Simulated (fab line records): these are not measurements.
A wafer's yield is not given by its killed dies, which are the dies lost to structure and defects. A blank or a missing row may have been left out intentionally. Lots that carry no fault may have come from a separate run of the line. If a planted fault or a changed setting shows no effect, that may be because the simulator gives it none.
fab line records -- flow nandHarc
record: lots: 6, wafers: 18, lastDay: 32
route steps=1302 shown A_SLIT@940 A_SIN_REMOVE@947 A_WL_FILL@952 END@1302
lots that met no fault: from a run of the same line without faults
startH: hours from the record's opening day to when the first of the lot's shown wafers began -- waitH: hours since the lot's step before -- " same as the row above -- L1.1+2: a single row standing in for several wafers -- - no value present, or no start provided -- * or withheld: withheld -- < > ~ a bound
route shown NAME@n: names a module that has steps shown in the file, with the first one's number in the route -- usual: mean and standard deviation over wafers with no fault -- same: alike in all rows -- chamber/n: place in a boat -- sites: the reading at each site -- _std_site: the standard deviation of these -- _edge_site: mean of outer sites minus mean of inner sites -- radiusMm: for every site, how far away it sits from the centre of the wafer -- mask NAME#n: copy n -- behind: tool/chamber where the wafer was last shaped -- hold: why the lot went on hold/how many hours it stayed there/how the hold came to an end -- device: transistor that didn't switch, given as n, p or np -- end of line: the route-end tests of the same wafers -- for a step that has no rows: nothing shown but its recipe -- killed: dies lost to structure and defects at the first sort, not the wafer's yield -- map: dies across one wafer; x = killed, . = not, _ = none there
set.NAME: the setting as run; set.NAME@STEP: as run at that earlier step -- model.NAME: the simulator's own value behind a step, which no gauge read
lots seen at some steps along the route; tables by step, rows by wafer
services: the hour from which a tool's chamber was out of use, counted from the record's first day as startH (under 0 if before that day), plus the number of hours and why
== steps ==
step: NHARC_A_SLIT_ETCH_26
recipe: biasV: 400, sourceW: 2000, pressureMtorr: 25, timeS: 90, arFlowSccm: 375, c4f8FlowSccm: 41.7, o2FlowSccm: 83.3, targetDepthA: 4000, chemistry: C4F8/O2/Ar
usual: drypumpMotorCurrentA: 5.3/0.46, showerheadPlenumPTorr: 3.70/0.18, throttleValvePct: 27.620/0.0097
lot.wafer,tool,chamber,startH,waitH,drypumpMotorCurrentA,rfHoursCounterH,showerheadPlenumPTorr,throttleValvePct
L816.2,harEtch-02,0,465.75,3.0,4.9,42,3.96,27.623
L816.1,harEtch-02,1,465.75,3.0,5.8,42,3.72,27.612
L816.6,harEtch-02,1,465.75,3.0,5.8,-,3.72,27.629
L817.2,harEtch-01,0,477.03,3.0,5.6,261,3.46,27.617
L817.3,harEtch-01,1,477.03,3.0,4.7,-,3.61,27.612
L817.6,harEtch-01,1,477.03,3.0,4.7,-,3.61,27.612
L824.2,harEtch-01,1,540.88,3.0,4.7,295,3.59,27.618
L824.6,harEtch-01,1,540.88,3.0,4.7,-,3.59,27.626
L824.5,harEtch-01,0,540.88,3.0,5.6,-,3.44,27.623
L826.2,harEtch-02,0,560.81,3.1,4.9,99,3.92,27.623
L826.6,harEtch-02,0,560.81,3.1,4.9,-,3.92,27.616
L826.5,harEtch-02,1,560.81,3.1,5.8,-,3.69,27.633
L825.1,harEtch-02,0,564.61,3.0,4.9,103,3.92,27.605
L825.3,harEtch-02,1,564.61,3.0,5.9,-,3.69,27.639
L825.6,harEtch-02,1,564.61,3.0,5.9,-,3.69,27.634
L837.2,harEtch-01,1,659.09,3.1,4.8,368,3.55,27.602
L837.4,harEtch-01,0,659.09,3.1,5.6,-,3.97,27.607
L837.6,harEtch-01,1,659.09,3.1,4.8,-,3.55,27.614
step: NHARC_A_SLIT_STRIP_28
recipe: o2FlowSccm: 400, cosFlowSccm: 20, arFlowSccm: 0, biasW: 0, chemistry: O2/COS
step: NHARC_A_SLIT_ETCH_29
recipe: targetDepthA: 1000, overetchA: 100, timeS: 55, ionEnergyEv: 100, cf4FlowSccm: 80, o2FlowSccm: 20, arFlowSccm: 0, rfW: 300, biasW: 100, chemistry: CF4/O2
usual: cf4FlowSccm: 80.03/0.26, drypumpMotorCurrentA: 5.9/0.52, oes_ar_750_au: 1.000/0.0044, oesProductAu: 1.005/0.015, rfVppV: 198.1/1.2, showerheadPlenumPTorr: 1.35/0.057, throttleValvePct: 13.399/0.009
lot.wafer,tool,chamber,startH,waitH,cf4FlowSccm,drypumpMotorCurrentA,oes_ar_750_au,oesProductAu,rfHoursCounterH,rfVppV,showerheadPlenumPTorr,throttleValvePct
L816.2,rieDiel-05,3,466.63,0.1,79.75,6.7,0.999,1.012,3.7,199.2,1.37,13.392
L816.1,rieDiel-05,1,466.63,0.1,79.75,5.7,0.998,1.019,2.6,199.2,1.39,13.408
L816.6,rieDiel-05,3,466.63,0.1,79.84,6.7,1.002,1.003,-,197.9,1.37,13.405
L817.2,rieDiel-13,1,477.92,0.1,79.71,5.9,0.994,0.997,8.0,197.0,1.33,13.388
L817.3,rieDiel-13,2,477.92,0.1,79.74,6.1,1.002,1.039,5.7,198.7,1.36,13.398
L817.6,rieDiel-13,0,477.92,0.1,79.97,5.8,0.994,1.016,-,198.5,1.42,13.412
L824.2,rieDiel-05,0,541.77,0.1,79.89,5.3,0.997,1.022,7.2,199.3,1.39,13.412
L824.6,rieDiel-05,3,541.77,0.1,80.28,6.7,0.991,1.004,-,196.3,1.37,13.408
L824.5,rieDiel-05,0,541.77,0.1,79.63,5.3,1.004,1.012,-,198.5,1.39,13.414
L826.2,rieDiel-05,2,561.71,0.1,79.99,6.0,0.996,1.021,6.5,199.1,1.43,13.392
L826.6,rieDiel-05,0,561.71,0.1,79.75,5.2,0.997,1.037,-,198.2,1.39,13.412
L826.5,rieDiel-05,1,561.71,0.1,79.93,5.7,1.009,1.018,-,200.0,1.39,13.404
L825.3,rieDiel-02,2,565.52,0.1,80.18,5.7,1.001,0.986,7.6,199.5,1.42,13.381
L825.1,rieDiel-02,3,565.52,0.1,79.89,5.6,0.989,1.030,6.8,196.7,1.30,13.408
L825.6,rieDiel-02,3,565.52,0.1,80.08,5.6,0.990,1.015,-,197.5,1.30,13.402
L837.2,rieDiel-05,3,660.01,0.1,80.04,6.7,1.007,1.008,3.0,198.4,1.37,13.402
L837.6,rieDiel-05,2,660.01,0.1,80.47,6.0,0.997,1.007,-,198.5,1.43,13.404
L837.4,rieDiel-05,3,660.01,0.1,79.74,6.7,1.007,1.004,-,198.3,1.37,13.418
step: NHARC_A_SLIT_STRIP_18
recipe: o2FlowSccm: 500, arFlowSccm: 0, biasW: 0, chemistry: O2
usual: drypumpMotorCurrentA: 5.9/0.51, oesProductAu: 1.004/0.016, rfVppV: 57.9/0.87, showerheadPlenumPTorr: 3.58/0.15, throttleValvePct: 17.036/0.0098
lot.wafer,tool,chamber,startH,waitH,drypumpMotorCurrentA,oesProductAu,rfHoursCounterH,rfVppV,showerheadPlenumPTorr,throttleValvePct
L816.1,rieDiel-05,3,-,-,6.8,0.997,3.8,59.1,3.61,17.011
L816.2,rieDiel-05,2,-,-,6.0,1.009,2.8,58.7,3.78,17.030
L816.6,rieDiel-05,3,-,-,6.7,0.996,-,57.3,3.61,17.044
L817.2,rieDiel-13,0,-,-,5.8,1.014,7.5,58.6,3.75,17.015
L817.3,rieDiel-13,1,-,-,5.9,1.006,8.1,59.1,3.52,17.043
L817.6,rieDiel-13,3,-,-,6.4,0.993,-,57.8,3.44,17.034
L824.2,rieDiel-05,0,-,-,5.2,1.026,7.2,56.5,3.67,17.032
L824.5,rieDiel-05,1,-,-,5.7,1.013,-,58.5,3.67,17.037
L824.6,rieDiel-05,2,-,-,6.0,1.018,-,59.3,3.78,17.047
L826.2,rieDiel-05,2,-,-,6.0,1.019,6.6,58.8,3.78,17.044
L826.6,rieDiel-05,3,-,-,6.7,1.030,-,58.2,3.61,17.047
L826.5,rieDiel-05,0,-,-,5.3,1.026,-,59.2,3.67,17.046
L825.1,rieDiel-02,2,-,-,5.8,0.993,7.6,58.6,3.74,17.054
L825.3,rieDiel-02,1,-,-,5.0,0.974,7.7,56.6,3.36,17.032
L825.6,rieDiel-02,1,-,-,4.9,0.987,-,56.4,3.36,17.042
L837.2,rieDiel-05,0,-,-,5.3,1.006,2.9,58.1,3.67,17.040
L837.4,rieDiel-05,3,-,-,6.7,1.010,-,58.9,3.61,17.041
L837.6,rieDiel-05,0,-,-,5.3,0.997,-,58.0,3.67,17.056
step: NHARC_A_SLIT_PRECLEAN_19
recipe: timeS: *, tempC: 50, bathAgeMin: 0, chemistry: SC1
step: NHARC_A_SLIT_SRD_20
step: NHARC_A_SLIT_CD_MEAS_21
usual: cdNm: 290.0/1
lot.wafer,tool,chamber,startH,waitH,cdNm
L816.1,cdSem-03,-,467.16,-,290.8
L816.2,cdSem-03,-,467.16,-,289.5
L816.6,cdSem-03,-,467.16,-,289.4
L817.2,cdSem-03,-,478.45,-,290.4
L817.3,cdSem-03,-,478.45,-,291.3
L817.6,cdSem-03,-,478.45,-,289.4
L824.2,cdSem-02,-,542.30,-,290.6
L824.5,cdSem-02,-,542.30,-,289.0
L824.6,cdSem-02,-,542.30,-,288.3
L826.2,cdSem-02,-,562.24,-,290.1
L826.5,cdSem-02,-,562.24,-,292.6
L826.6,cdSem-02,-,562.24,-,291.2
L825.1,cdSem-02,-,566.11,-,292.2
L825.3,cdSem-02,-,566.11,-,290.0
L825.6,cdSem-02,-,566.11,-,290.7
L837.2,cdSem-01,-,660.60,-,290.0
L837.4,cdSem-01,-,660.60,-,289.8
L837.6,cdSem-01,-,660.60,-,289.9
step: NHARC_A_SIN_REMOVE_WET_00
recipe: tempC: 160, timeS: 15300, chemistry: H3PO4
step: NHARC_A_SIN_REMOVE_PRECLEAN_01
recipe: timeS: *, tempC: 50, bathAgeMin: 0, chemistry: SC1
step: NHARC_A_SIN_REMOVE_SRD_02
step: NHARC_A_SIN_REMOVE_INSPECT_04
usual: rawDefectCount: 376/61
lot.wafer,tool,chamber,startH,waitH,rawDefectCount
L816.1,defectInspect-01,-,473.86,0.1,356
L816.2,defectInspect-01,-,473.86,0.1,327
L816.6,defectInspect-01,-,473.86,0.1,372
L817.2,defectInspect-01,-,485.02,0.0,415
L817.3,defectInspect-01,-,485.02,0.0,409
L817.6,defectInspect-01,-,485.02,0.0,318
L824.2,defectInspect-01,-,548.91,0.0,413
L824.5,defectInspect-01,-,548.91,0.0,330
L824.6,defectInspect-01,-,548.91,0.0,366
L826.2,defectInspect-01,-,568.79,0.0,343
L826.5,defectInspect-01,-,568.79,0.0,344
L826.6,defectInspect-01,-,568.79,0.0,479
L825.1,defectInspect-02,-,572.81,0.0,309
L825.3,defectInspect-02,-,572.81,0.0,295
L825.6,defectInspect-02,-,572.81,0.0,344
L837.2,defectInspect-02,-,667.26,0.0,458
L837.4,defectInspect-02,-,667.26,0.0,379
L837.6,defectInspect-02,-,667.26,0.0,372
step: NHARC_A_WL_FILL_ALD_00
recipe: targetThkA: 30, pulseTimeS: 3, aldCycles: 30, tempC: 300, material: Al2O3
usual: aldCycles: 30/0, heaterPowerW: 469/47, precursorPulseHeightRel: 0.998/0.018
lot.wafer,tool,chamber,startH,waitH,aldCycles,heaterPowerW,precursorPulseHeightRel
L816.1,aldHk-02,0,473.98,0.1,30,536,0.976
L816.2,aldHk-02,1,473.98,0.1,30,443,1.007
L816.6,aldHk-02,3,473.98,0.1,30,484,0.994
L817.3,aldHk-04,0,487.40,2.4,30,413,0.992
L817.2,aldHk-04,2,487.40,2.4,30,530,0.997
L817.6,aldHk-04,3,487.40,2.4,30,487,1.022
L824.2,aldHk-04,0,549.01,0.1,35,423,0.988
L824.5,aldHk-04,3,549.01,0.1,30,475,0.990
L824.6,aldHk-04,0,549.01,0.1,30,417,1.015
L826.2,aldHk-03,0,568.88,0.1,30,501,1.026
L826.5,aldHk-03,3,568.88,0.1,30,530,0.989
L826.6,aldHk-03,0,568.88,0.1,30,502,1.008
L825.1,aldHk-04,1,572.90,0.1,30,390,1.010
L825.3,aldHk-04,3,572.90,0.1,35,489,1.011
L825.6,aldHk-04,0,572.90,0.1,30,421,1.020
L837.2,aldHk-03,3,667.35,0.1,30,487,1.009
L837.4,aldHk-03,0,667.35,0.1,30,467,1.011
L837.6,aldHk-03,2,667.35,0.1,30,466,0.996
step: NHARC_A_WL_FILL_RTA_01
recipe: tempC: 1000, timeS: 5
usual: lampPowerPct: 29/3.2, wafer_temp_C_max: 1005.2/1.8
lot.wafer,tool,chamber,startH,waitH,lampPowerPct,wafer_temp_C_max
L816.1,rtpAnneal-01,0,474.36,0.3,27,1006.2
L816.2,rtpAnneal-01,0,474.36,0.3,27,1005.0
L816.6,rtpAnneal-01,0,474.36,0.3,27,1005.6
L817.2,rtpAnneal-02,0,487.67,-,34,1003.2
L817.3,rtpAnneal-02,0,487.67,-,34,1003.9
L817.6,rtpAnneal-02,0,487.67,-,34,1003.4
L824.2,rtpAnneal-01,0,549.27,-,27,1005.5
L824.5,rtpAnneal-01,0,549.27,-,27,1009.4
L824.6,rtpAnneal-01,0,549.27,-,27,1006.9
L826.2,rtpAnneal-01,0,569.15,-,27,1005.5
L826.5,rtpAnneal-01,0,569.15,-,27,1006.1
L826.6,rtpAnneal-01,0,569.15,-,27,1009.1
L825.1,rtpAnneal-01,0,573.14,-,27,1010.4
L825.3,rtpAnneal-01,0,573.14,-,27,1007.2
L825.6,rtpAnneal-01,0,573.14,-,27,1005.6
L837.2,rtpAnneal-01,0,667.61,-,27,1005.4
L837.4,rtpAnneal-01,0,667.61,-,27,1007.5
L837.6,rtpAnneal-01,0,667.61,-,27,1005.6
step: NHARC_END_SORT_01
recipe: tempC: 25
usual: killedAtArray: 59/17, killedAtOther: 0.9/1.6, killedAtPeriphery: 3.7/2.3, killedDies: 64/17, killedOpen: 3.3/1.8, killedShort: 2.4/1.6
same: grossDies: 677
lot.wafer,tool,chamber,startH,waitH,killedAtArray,killedAtOther,killedAtPeriphery,killedDies,killedOpen,killedShort
L816.1,prober-01,0,576.04,2.5,59,0,3,62,2,2
L816.2,prober-01,0,576.83,2.8,47,0,1,48,3,2
L816.6,prober-01,0,580.00,4.0,56,1,3,60,3,1
L817.2,prober-02,0,590.17,2.8,46,0,1,47,2,0
L817.3,prober-02,0,590.98,3.1,46,0,2,48,2,1
L817.6,prober-02,0,593.40,4.0,48,0,1,49,7,3
L824.2,prober-02,0,645.51,2.8,64,0,7,71,2,2
L824.5,prober-02,0,647.91,3.7,57,0,8,65,4,0
L824.6,prober-02,0,648.70,4.0,56,0,3,59,2,2
L825.1,prober-01,0,667.03,2.5,66,4,5,75,3,1
L825.3,prober-01,0,668.59,3.1,69,3,4,76,7,1
L825.6,prober-01,0,670.93,3.9,66,4,3,73,3,4
killed by level:class
L816.1 A_CHANNEL_HOLE_D1:chamberFilmFlake=28 A_CHANNEL_HOLE_D2:chamberFilmFlake=21 A_CONTACT:chamberFilmFlake=3 P_STI:chamberFilmFlake=2 A_WL_FILL:chamberFilmFlake=2 A_M1:chamberFilmFlake=2 P_M0:geometricParticle:open=1 A_CHANNEL_HOLE_D1:geometricParticle:short=1
L816.2 A_CHANNEL_HOLE_D1:chamberFilmFlake=19 A_CHANNEL_HOLE_D2:chamberFilmFlake=18 A_WL_FILL:chamberFilmFlake=3 A_WL_FILL:geometricParticle:open=2 A_CHANNEL_FILL_D1:geometricParticle:short=1 A_WL_FILL:geometricParticle:short=1 A_BLC:geometricParticle:open=1 P_ZERO_WELL:chamberFilmFlake=1
L816.6 A_CHANNEL_HOLE_D1:chamberFilmFlake=27 A_CHANNEL_HOLE_D2:chamberFilmFlake=17 A_CONTACT:chamberFilmFlake=6 P_GATE:geometricParticle:open=1 P_CONTACT:geometricParticle:open=1 A_CHANNEL_FILL_D1:geometricParticle:short=1 A_WL_FILL:geometricParticle:open=1 P_ZERO_WELL:chamberFilmFlake=1
L817.2 A_SLIT:chamberFilmFlake=27 A_BLC:chamberFilmFlake=9 A_CHANNEL_HOLE_D2:chamberFilmFlake=4 A_BONDPAD:chamberFilmFlake=2 P_GATE:geometricParticle:open=1 A_WL_FILL:geometricParticle:open=1 A_ZERO_WELL:chamberFilmFlake=1 A_DECK1_JOINT:chamberFilmFlake=1
L817.3 A_SLIT:chamberFilmFlake=26 A_CHANNEL_HOLE_D2:chamberFilmFlake=6 A_BLC:chamberFilmFlake=5 A_BONDPAD:chamberFilmFlake=4 P_M1:geometricParticle:open=1 A_SOURCE_PLATE:geometricParticle:open=1 A_ONON_D1:geometricParticle:short=1 P_GATE:chamberFilmFlake=1
L817.6 A_SLIT:chamberFilmFlake=21 A_CHANNEL_HOLE_D2:chamberFilmFlake=4 A_CONTACT:chamberFilmFlake=4 A_ONON_D2:geometricParticle:open=2 A_ZERO_WELL:chamberFilmFlake=2 A_BLC:chamberFilmFlake=2 A_BONDPAD:chamberFilmFlake=2 A_SOURCE_PLATE:geometricParticle:short=1
L824.2 A_SLIT:chamberFilmFlake=31 A_CHANNEL_HOLE_D2:chamberFilmFlake=8 A_STAIRCASE:chamberFilmFlake=6 A_CHANNEL_HOLE_D1:chamberFilmFlake=4 A_CONTACT:chamberFilmFlake=4 P_BONDPAD:chamberFilmFlake=3 A_ZERO_WELL:chamberFilmFlake=3 A_M0:geometricParticle:open=2
L824.5 A_SLIT:chamberFilmFlake=31 A_CHANNEL_HOLE_D2:chamberFilmFlake=7 A_CHANNEL_HOLE_D1:chamberFilmFlake=5 A_STAIRCASE:chamberFilmFlake=4 P_GATE:chamberFilmFlake=3 P_BONDPAD:chamberFilmFlake=3 A_CHANNEL_FILL_D1:chamberFilmFlake=3 A_CONTACT:chamberFilmFlake=3
L824.6 A_SLIT:chamberFilmFlake=26 A_CHANNEL_HOLE_D2:chamberFilmFlake=8 A_STAIRCASE:chamberFilmFlake=7 A_CHANNEL_FILL_D1:chamberFilmFlake=3 A_ZERO_WELL:chamberFilmFlake=2 A_CHANNEL_HOLE_D1:chamberFilmFlake=2 A_WL_FILL:chamberFilmFlake=2 A_CHANNEL_FILL_D1:geometricParticle:open=1
L825.1 A_CHANNEL_HOLE_D1:chamberFilmFlake=33 A_CHANNEL_HOLE_D2:chamberFilmFlake=14 A_SGD_CUT:chamberFilmFlake=6 A_STAIRCASE:chamberFilmFlake=6 THIN_TSV:chamberFilmFlake=4 P_ZERO_WELL:chamberFilmFlake=3 A_CHANNEL_FILL_D2:chamberFilmFlake=2 P_M0:geometricParticle:open=1
L825.3 A_CHANNEL_HOLE_D1:chamberFilmFlake=28 A_CHANNEL_HOLE_D2:chamberFilmFlake=19 A_SGD_CUT:chamberFilmFlake=6 A_CHANNEL_FILL_D2:chamberFilmFlake=5 THIN_TSV:chamberFilmFlake=3 A_WL_FILL:geometricParticle:open=3 P_M1:geometricParticle:open=2 A_DECK1_JOINT:chamberFilmFlake=2
L825.6 A_CHANNEL_HOLE_D1:chamberFilmFlake=27 A_CHANNEL_HOLE_D2:chamberFilmFlake=18 A_STAIRCASE:chamberFilmFlake=5 THIN_TSV:chamberFilmFlake=4 A_CHANNEL_FILL_D2:chamberFilmFlake=3 A_ONON_D1:geometricParticle:open=2 P_GATE:chamberFilmFlake=2 A_DECK1_JOINT:chamberFilmFlake=2
== services ==
tool,chamber,startH,hours,kind
rieDiel-02,1,446.25,15.4,repair
rieDiel-05,0,465.05,-,clean
rieDiel-05,1,465.05,-,clean
rieDiel-05,2,465.05,-,clean
rieDiel-05,2,471.26,8.1,repair
rieDiel-05,0,475.78,2.6,repair
rieDiel-05,3,491.19,23.6,repair
rieDiel-13,-,519.49,9.0,pm
harEtch-01,-,521.37,3.6,repair
aldHk-02,-,522.51,1.1,repair
aldHk-02,-,528.04,10.0,pm
rieDiel-05,-,537.40,0.3,repair
rieDiel-02,0,562.49,9.7,repair
aldHk-03,-,570.01,10.0,pm
rieDiel-02,-,570.72,9.0,pm
rieDiel-13,0,578.82,9.6,repair
rieDiel-05,-,584.05,9.0,pm
rieDiel-13,-,595.44,0.9,repair
rieDiel-02,2,603.56,2.1,repair
aldHk-04,-,619.30,10.0,pm
rieDiel-02,3,649.09,6.9,repair
rieDiel-05,1,649.82,10.9,repair
rieDiel-13,0,656.14,4.3,repair
rieDiel-05,1,666.86,3.9,repair
== key ==
firstSign: step: NHARC_A_WL_FILL_ALD_00, reading: aldCycles, direction: up, sigmas: 99+, usual: 30, struck: 35
effect none on later readings
metAt NHARC_A_WL_FILL_ALD_00
struckWafers L824.2,L825.3
testerLeftOut L824,L825
onsetBetween 487.40 549.01
fault: kind: processParameterDrift, tool: aldHk-04, chamber: -, onsetH: 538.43, steps: NHARC_A_WL_FILL_ALD_00, channel: aldCycles, offset: 5, shape: step, endH: 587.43, scope: struckWafersOnly, actsIn: theseRecipesOnly, stated: 30
testerLeftOut: of these lots the tester's yield and bins aren't shown, on N5 and GAA mostly nor the transistor test; their killed dies are dies lost to structure and defects alone, not to doping, threshold or leakage, so they don't give the yield
